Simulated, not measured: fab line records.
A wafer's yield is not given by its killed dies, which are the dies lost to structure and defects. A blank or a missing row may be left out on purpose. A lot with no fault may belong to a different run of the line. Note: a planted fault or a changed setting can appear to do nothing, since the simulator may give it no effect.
A lot that was struck, set against a sound lot || flow nand-harc || 14 out of 1302 route steps
Sound: wafers L241.3, L241.4, L241.5. The struck wafers were L243.1, L243.5, L243.6. Last of all comes the cause.
At each step with rows: each side's tool, then ch and its chambers, then its first start. Under that, the readings that differ: sound wafers || struck wafers || difference of the means || sigmas: that difference in standard deviations of wafers without a fault.
alike: readings with means less than 2 such deviations apart, plus words and numbers identical on both sides. not compared: withheld readings, readings lacking a value on some wafer, bounds such as >300 that could conceal the same value, and numbers that have no deviation in the record and whose values overlap.
Wherever a step has rows on one side only, a row that says differs or no value, or a row with sigmas, the two part there. Numbers that have no deviation but don't overlap get no sigmas and don't part them. A reading that every wafer of one side lacks parts them only if that side has two wafers or more.

first, 9 steps without rows for these wafers: NHARC_A_STAIRCASE_DEHYDRATE_176 (time 120 s); NHARC_A_STAIRCASE_HMDS_177 (time 30 s); NHARC_A_STAIRCASE_COAT_178; NHARC_A_STAIRCASE_SOFTBAKE_179 (time 170 s); NHARC_A_STAIRCASE_EBR_180; NHARC_A_STAIRCASE_EXPOSE_181 (exposes mask STAIR 2); NHARC_A_STAIRCASE_PEB_182 (peb time 130 s); NHARC_A_STAIRCASE_DEVELOP_183 (time 140 s); NHARC_A_STAIRCASE_HARDBAKE_185 (time 140 s).
NHARC_A_STAIRCASE_DESCUM_186: chemistry O2, time 3 s.
  sound on rie-diel-10 ch 0,1,3, day 17 12:32; struck on rie-diel-04 ch 0,3, day 17 22:43
  alike: drypump-motor-current-A, oes-product-au, rf-vpp-V, showerhead-plenum-p-Torr, throttle-valve-pct
  not compared: rf-hours-counter-h
NHARC_A_STAIRCASE_TRIM_187: chemistry O2, time 211.2 s.
  sound on rie-diel-10 ch 0,1,3, day 17 12:38; struck on rie-diel-04 ch 0,1,3, day 17 22:49
  alike: drypump-motor-current-A, oes-product-au, rf-vpp-V, showerhead-plenum-p-Torr, throttle-valve-pct
  not compared: rf-hours-counter-h
NHARC_A_STAIRCASE_ETCH_188: etches the open film in C4F8/O2, target depth 100 nm, time 40.5 s.
  sound on rie-diel-10 ch 0,1,3, day 17 12:47; struck on rie-diel-04 ch 0,1, day 17 22:57
{"reading": "run-length-s (s)", "sound": "61.5 62.3 62.5", "struck": "40.1 40.6 40.0", "difference": -21.9, "sigmas": -47}
  alike: oes-product-au, rf-vpp-V
  not compared: rf-hours-counter-h
NHARC_A_STAIRCASE_TRIM_189: chemistry O2, time 211.2 s.
  sound on rie-diel-10 ch 1,2,3; struck on rie-diel-04 ch 0,2,3
  alike: drypump-motor-current-A, oes-product-au, rf-vpp-V, showerhead-plenum-p-Torr, throttle-valve-pct
  not compared: rf-hours-counter-h
-- the record jumps here: 9 days lie between the struck wafers' starts before and after (it left off in module A_STAIRCASE and takes up again in module END, whose first step shown is number 1302 of the route) --
NHARC_END_SORT_01:
  sound on prober-02 ch 0, day 26 00:18; struck on prober-02 ch 0, day 27 00:52
{"reading": "killed-at-array", "sound": "74 49 73", "struck": "672 665 673", "difference": "+605", "sigmas": "+36"}
{"reading": "killed-dies", "sound": "75 58 77", "struck": "677 677 677", "difference": "+607", "sigmas": "+36"}
  alike: killed-at-other, killed-at-periphery, killed-open, killed-short

## WHERE THEY PART
At NHARC_A_STAIRCASE_ETCH_188 first; at NHARC_END_SORT_01 last (within this record only).

WHY: what had been put in by the simulator
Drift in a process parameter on rie-diel-04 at NHARC_A_STAIRCASE_ETCH_188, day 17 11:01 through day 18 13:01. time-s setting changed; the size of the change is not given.
